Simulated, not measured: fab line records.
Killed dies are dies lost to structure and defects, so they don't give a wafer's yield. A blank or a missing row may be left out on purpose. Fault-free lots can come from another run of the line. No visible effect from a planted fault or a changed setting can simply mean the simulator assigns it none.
A single fault, viewed from 2 desks / flow n5 finfet / what lay behind the numbers comes last; until then each desk has only its own

FROM THE METROLOGY DESK
Lot by lot, what the gauges showed, no matter which tool ran the lot: averages of those sampled wafers that carry a number. Marked OUT: a lot whose mean sits more than 4 standard deviations from the usual mean, which makes it out of limits; the brackets give that distance.
Columns: A = cd nm at N5_BEOL_M15_CD_MEAS_28, usual 407.2 nm; B = M15_OVL at N5_BEOL_M15_OVL_MEAS_29, usual -1 nm
lot=L620; first seen here=day 11 20:40; A=405.8; B=0
lot=L622; first seen here=day 12 11:13; A=406.8; B=2
lot=L624; first seen here=day 12 20:26; A=407.9; B=-3
lot=L625; first seen here=day 13 00:24; A=406.8; B=60 (+14) OUT
lot=L626; first seen here=day 13 00:54; A=408.6; B=59 (+14) OUT
lot=L629; first seen here=day 14 00:21; A=406.7; B=1
lot=L630; first seen here=day 14 06:23; A=406.7; B=-5
lot=L634; first seen here=day 15 01:03; A=410.8; B=1
lot=L635; first seen here=day 15 04:12; A=408.1; B=-3
lot=L636; first seen here=day 16 02:35; A=406.7; B=0
lot=L639; first seen here=day 16 10:04; A=409.3; B=-8
This desk's result: L625, L626 out of limits, first on L625 (M15_OVL at N5_BEOL_M15_OVL_MEAS_29), day 13 00:26. L620, L622, L624, L629, L630, L634, L635, L636, L639: within limits.

THE DEFECT DESK
For each lot, the counts of the inspections along the route, averaged over the sampled wafers that have a number. Marked OUT: a lot whose mean sits more than 4 standard deviations from the usual mean, which makes it out of limits; the brackets give that distance.
Columns: A = raw defect count at N5_BEOL_M15_INSPECT_12, usual 2.2
lot=L620; first seen here=day 11 19:14; A=2.7
lot=L622; first seen here=day 12 09:33; A=3.0
lot=L624; first seen here=day 12 17:58; A=1.3
lot=L625; first seen here=day 12 22:58; A=1.3
lot=L626; first seen here=day 12 23:29; A=1.7
lot=L629; first seen here=day 13 22:52; A=2.0
lot=L630; first seen here=day 14 04:41; A=2.3
lot=L634; first seen here=day 14 23:31; A=2.0
lot=L635; first seen here=day 15 02:38; A=1.3
lot=L636; first seen here=day 16 00:47; A=2.0
lot=L639; first seen here=day 16 08:40; A=3.0
This desk's finding: nothing out of limits on any of the 11 lots.

TAKEN TOGETHER
An alarm was possible from the metrology desk at day 13 00:26, on L625, L626.
No out-of-limits result turned up at the defect desk.
The defect desk has L625, L626 on record, within its limits.
Of the lots named, all ran N5_BEOL_M15_EXPOSE_25 on krf scanner-01.

WHAT THE SIMULATOR HAD INSERTED
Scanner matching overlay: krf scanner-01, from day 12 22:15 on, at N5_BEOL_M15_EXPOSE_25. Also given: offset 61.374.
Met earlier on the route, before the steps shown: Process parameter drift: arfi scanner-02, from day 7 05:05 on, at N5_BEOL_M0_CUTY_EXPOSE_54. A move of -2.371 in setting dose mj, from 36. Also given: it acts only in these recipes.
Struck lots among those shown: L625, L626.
Hours from the fault's start to each desk's first reading out of limits: the metrology desk, 2.
